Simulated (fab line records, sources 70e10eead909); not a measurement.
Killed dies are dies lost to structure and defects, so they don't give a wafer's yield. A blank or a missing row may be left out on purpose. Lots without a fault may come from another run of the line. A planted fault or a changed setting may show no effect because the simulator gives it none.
fab line records | flow nand_harc | part 2 of 2: steps 5 to 6 of 6
record lots=22 wafers=66 last_day=24
route steps=1159 shown P_CONTACT@235 P_M0@264 P_M1@298
lots that met no fault: from a run of the same line without faults
start_h: hours from the record's first day to the start of the lot's first wafer shown | wait_h: hours since the lot's step before | " the same as in the row above | L1.1+2: a row that stands for several wafers | - no value, or no start given | * or withheld: withheld | < > ~ a bound
route shown NAME@n: a module of which the file shows steps, and the number in the route of the first | usual: mean/standard deviation of fault-free wafers | same: alike in all rows | chamber/n: place in a boat | sites: the reading at each site | _std_site: their standard deviation | _edge_site: outer sites' mean less inner sites' | radius_mm: how far each site lies from the wafer's centre | mask NAME#n: copy n | behind: the tool/chamber that last shaped the wafer | hold: why the lot was held/for how many hours/how that ended | device: the transistor (n, p or np) that didn't switch | end of line: the same wafers' tests at the end of the route | a step without rows: its recipe alone | killed: dies lost to structure and defects at the first sort, not the wafer's yield | map: a wafer's dies, x killed, . not, _ none there
set.NAME: the setting as run; set.NAME@STEP: as run at that earlier step | model.NAME: the simulator's own value behind a step, which no gauge read
steps of the route over a sample of lots; a table a step, a row a wafer
services: from which hour (start_h, from the record's first day; less than 0 if before it) a tool's chamber was out of use, for how many hours, and why
## steps
# step NHARC_P_M0_CMP_23
# recipe t_overpolish_s=20 target_thk_nm=117.53
# usual motor_current_A=12.0/1.5 retaining_ring_pressure_frac=1.000/0.0046 time_to_endpoint_s=28.7/2.3
# columns lot.wafer tool chamber start_h wait_h motor_current_A retaining_ring_pressure_frac time_to_endpoint_s
L074.1 cmp-04 0 113.30 - 9.8 1.000 31.3
L074.5 " 3 " " 11.1 0.998 33.0
L074.6 " 0 " " 10.0 0.991 30.9
L075.1 cmp-04 3 123.41 - 11.4 0.992 34.2
L075.4 " 0 " " 10.4 1.001 32.3
L075.2 " 1 " " 10.8 1.002 31.3
L076.4 cmp-01 0 137.14 - 11.5 1.001 26.7
L076.2 " 3 " " 16.5 0.998 25.1
L076.6 " 1 " " 11.7 0.993 29.1
L078.1 cmp-02 0 146.07 - 12.1 0.999 31.6
L078.2 " 2 " " 12.3 0.999 31.2
L078.6 " 0 " " 12.0 0.997 31.2
L079.1 cmp-04 3 146.10 - 11.4 1.003 25.9
L079.2 " 1 " " 10.9 0.999 26.7
L079.3 " 2 " " 11.7 0.999 26.4
L080.2 cmp-02 0 167.06 - 12.3 1.001 27.5
L080.6 " 3 " " 11.3 0.994 31.8
L080.5 " 0 " " 12.2 0.995 28.7
L082.1 cmp-02 0 167.56 - 11.8 1.000 28.4
L082.3 " 1 " " 12.2 1.008 24.6
L082.6 " 1 " " 12.0 1.003 27.9
L081.1 cmp-01 2 167.71 - 12.7 1.003 29.7
L081.6 " 2 " " 12.1 1.008 26.4
L081.5 " 3 " " 16.3 0.997 26.3
L083.4 cmp-02 3 175.81 - 10.5 1.003 30.8
L083.6 " 2 " " 12.5 1.001 31.4
L083.5 " 3 " " 10.4 1.004 27.2
L084.4 cmp-01 2 184.81 - 13.0 0.999 26.0
L084.1 " 3 " " 16.4 1.002 24.2
L084.6 " 1 " " 11.4 0.998 26.8
L085.2 cmp-04 0 193.61 - 10.4 1.002 28.0
L085.4 " 2 " " 11.6 0.995 26.4
L085.6 " 1 " " 10.1 1.001 29.5
L087.4 cmp-02 2 205.69 - 12.9 0.992 28.0
L087.1 " 3 " " 11.2 0.999 30.7
L087.6 " 0 " " 12.3 1.004 28.0
L089.4 cmp-01 1 206.13 - 11.4 1.002 27.5
L089.3 " 2 " " 12.4 0.991 25.9
L089.6 " 2 " " 12.9 0.999 32.7
L088.4 cmp-01 0 206.70 - 11.2 1.008 28.0
L088.3 " 1 " " 11.4 0.996 26.8
L088.5 " 3 " " 16.4 0.998 29.7
L090.1 cmp-02 1 214.00 - 11.9 1.000 29.7
L090.5 " 0 " " 12.9 0.994 28.8
L090.6 " 1 " " 11.9 1.002 30.6
L091.3 cmp-01 0 215.68 - 11.2 1.000 27.9
L091.1 " 1 " " 11.5 0.999 28.5
L091.6 " 3 " " 15.7 0.998 28.9
L093.2 cmp-01 1 236.12 - 12.0 0.997 32.5
L093.4 " 2 " " 12.8 0.996 30.2
L093.1 " 3 " " 16.9 1.000 29.9
L092.1 cmp-02 3 236.75 - 11.1 1.004 27.9
L092.6 " 0 " " 13.1 0.996 29.2
L092.5 " 1 " " 11.3 1.003 30.2
L095.1 cmp-04 1 237.65 - 10.6 0.996 28.4
L095.5 " 3 " " 11.9 0.995 31.3
L095.6 " 0 " " 10.4 1.003 28.8
L094.3 cmp-02 1 239.38 - 11.7 1.004 25.9
L094.2 " 2 " " 12.5 0.989 28.3
L094.6 " 0 " " 12.4 1.001 28.4
L096.4 cmp-02 3 247.56 - 10.7 1.004 24.0
L096.3 " 1 " " 11.9 0.998 22.1
L096.6 " 2 " " 12.5 0.999 24.2
L097.3 cmp-04 2 248.25 - 11.0 0.995 29.2
L097.5 " 3 " " 11.4 1.000 28.3
L097.6 " 0 " " 10.5 1.008 31.1
# step NHARC_P_M1_DESCUM_14
# recipe time_s=3 o2_flow_sccm=200 ar_flow_sccm=0 bias_power_w=0 chemistry=O2
# usual drypump_motor_current_A=5.8/0.33 oes_product_au=1.005/0.0065 rf_vpp_V=57.8/0.89 showerhead_plenum_p_Torr=1.93/0.11 throttle_valve_pct=11.311/0.0093
# columns lot.wafer tool chamber start_h wait_h drypump_motor_current_A oes_product_au rf_hours_counter_h rf_vpp_V showerhead_plenum_p_Torr throttle_valve_pct
L074.1 rie_diel-10 1 115.32 0.1 5.9 1.002 9 57.4 1.79 11.300
L074.6 " 3 " " 5.6 1.014 - 58.9 1.87 11.322
L074.5 " 0 " " 5.7 0.993 - 58.6 2.06 11.330
L075.1 rie_diel-09 1 125.45 0.1 5.8 1.001 2 58.0 1.81 11.312
L075.4 " 2 " " 5.8 1.018 2 56.6 1.88 11.309
L075.2 " 3 " " 5.9 1.007 2 57.2 2.05 11.313
L076.4 rie_diel-09 1 139.21 0.1 5.9 1.008 3 56.0 1.81 11.288
L076.2 " 2 " " 5.8 1.019 3 57.0 1.88 11.324
L076.6 " 2 " " 5.8 1.015 - 57.4 1.88 11.313
L078.1 rie_diel-09 3 148.12 0.1 5.8 1.008 4 58.4 2.05 11.303
L078.2 " 2 " " 5.8 1.008 4 58.3 1.88 11.326
L078.6 " 3 " " 5.8 1.009 - 55.9 2.05 11.285
L079.3 rie_diel-10 0 148.35 0.1 5.7 1.006 13 58.0 2.05 11.298
L079.2 " 2 " " 5.5 1.006 11 57.1 2.06 11.304
L079.1 " 3 " " 5.6 1.002 13 58.5 1.86 11.307
L080.2 rie_diel-01 1 168.98 0.1 5.0 0.999 0 56.7 2.02 11.310
L080.5 " 2 " " 6.6 1.000 - 57.4 1.84 11.307
L080.6 " 3 " " 6.0 1.001 - 59.6 1.98 11.304
L082.3 rie_diel-09 1 169.60 0.1 5.9 1.003 5 56.4 1.81 11.324
L082.1 " 0 " " 6.1 1.005 5 59.3 2.04 11.317
L082.6 " 2 " " 5.8 1.012 - 57.1 1.88 11.313
L081.1 rie_diel-01 2 169.78 0.1 6.5 0.999 0 57.1 1.84 11.298
L081.5 " 1 " " 5.0 1.011 - 58.3 2.02 11.302
L081.6 " 2 " " 6.5 1.009 - 56.3 1.84 11.324
L083.4 rie_diel-01 3 177.86 0.1 6.0 1.001 1 58.4 1.98 11.322
L083.5 " 1 " " 5.1 1.014 - 58.4 2.02 11.307
L083.6 " 2 " " 6.5 1.004 - 56.4 1.84 11.321
L084.1 rie_diel-09 1 187.50 0.1 5.9 1.005 6 57.8 1.81 11.314
L084.4 " 3 " " 5.8 1.005 5 58.9 2.05 11.330
L084.6 " 0 " " 6.1 1.000 - 58.0 2.04 11.312
L085.4 rie_diel-10 2 195.56 0.1 5.5 0.993 1 58.9 2.06 11.296
L085.2 " 0 " " 5.6 1.006 0 58.5 2.05 11.315
L085.6 " 2 " " 5.5 1.018 - 57.9 2.06 11.316
L087.1 rie_diel-01 3 208.10 0.1 6.0 1.007 2 57.7 1.98 11.313
L087.4 " 1 " " 5.1 1.012 2 56.9 2.02 11.314
L087.6 " 0 " " 6.1 1.003 - 57.4 1.79 11.327
L089.4 rie_diel-10 1 208.62 0.1 6.0 1.003 1 57.3 1.79 11.307
L089.3 " 2 " " 5.5 1.010 1 57.7 2.06 11.306
L089.6 " 3 " " 5.6 0.999 - 56.3 1.86 11.313
L088.4 rie_diel-01 2 208.76 0.1 6.5 1.000 2 58.3 1.84 11.304
L088.3 " 3 " " 6.0 1.006 2 57.4 1.98 11.298
L088.5 " 3 " " 6.0 1.009 - 57.6 1.97 11.308
L090.1 rie_diel-09 3 216.07 0.1 5.9 1.002 7 56.9 2.05 11.314
L090.6 " 0 " " 6.1 1.006 - 57.9 2.04 11.304
L090.5 " 1 " " 5.8 1.008 - 58.1 1.81 11.312
L091.1 rie_diel-10 1 217.79 0.1 6.0 1.005 1 57.7 1.79 11.311
L091.3 " 2 " " 5.5 0.999 2 59.5 2.06 11.298
L091.6 " 0 " " 5.6 1.006 - 58.1 2.05 11.325
L093.1 rie_diel-09 1 238.32 0.1 5.9 1.008 8 58.7 1.81 11.316
L093.4 " 2 " " 5.8 1.009 8 57.2 1.88 11.328
L093.2 " 0 " " 6.1 1.011 8 60.0 2.04 11.317
L092.1 rie_diel-09 0 238.72 0.1 6.1 1.005 8 57.6 2.04 11.316
L092.6 " 1 " " 5.9 0.998 - 58.7 1.81 11.314
L092.5 " 2 " " 5.8 1.010 - 56.9 1.88 11.310
L095.1 rie_diel-01 0 239.84 0.1 6.1 1.009 3 57.0 1.79 11.303
L095.6 " 2 " " 6.5 0.999 - 58.6 1.84 11.311
L095.5 " 3 " " 6.0 1.009 - 57.8 1.97 11.319
L094.2 rie_diel-09 0 242.78 0.1 6.1 1.005 8 58.5 2.04 11.303
L094.3 " 2 " " 5.8 0.997 8 58.7 1.88 11.317
L094.6 " 0 " " 6.1 1.004 - 58.2 2.04 11.290
L096.3 rie_diel-10 3 249.73 0.1 5.6 1.013 4 57.2 1.86 11.306
L096.4 " 0 " " 5.6 1.009 4 58.1 2.05 11.299
L096.6 " 3 " " 5.6 0.990 - 57.7 1.86 11.311
L097.3 rie_diel-10 2 250.36 0.1 5.5 0.999 5 58.6 2.06 11.323
L097.5 " 0 " " 5.6 1.013 - 56.9 2.05 11.306
L097.6 " 1 " " 5.9 1.008 - 57.5 1.79 11.317
## services
# columns tool chamber start_h hours kind
cmp-04 - 95.86 1.4 repair
rie_diel-07 - 100.70 0.1 repair
cmp-04 - 105.01 4.0 pm
rie_diel-11 0 106.05 3.3 repair
cmp-02 - 110.48 0.8 repair
rie_diel-07 2 118.57 8.7 repair
cmp-02 - 128.50 4.0 pm
cmp-01 - 146.55 0.9 repair
cmp-02 - 149.03 1.2 repair
cmp-01 - 159.48 3.5 repair
rie_diel-10 - 176.50 9.0 pm
cmp-01 - 179.69 4.0 pm
cmp-01 - 187.50 0.3 repair
rie_diel-11 - 189.50 9.0 pm
rie_diel-12 - 202.40 9.0 pm
cmp-02 - 209.57 1.7 repair
rie_diel-03 - 215.33 9.0 pm
cmp-01 - 223.62 2.2 repair
cmp-02 - 226.50 4.0 pm
rie_diel-07 - 228.47 9.0 pm
cmp-01 - 232.36 0.5 repair
cmp-01 - 234.46 1.5 repair
rie_diel-03 0 234.57 6.3 repair
rie_diel-10 3 237.06 7.2 repair
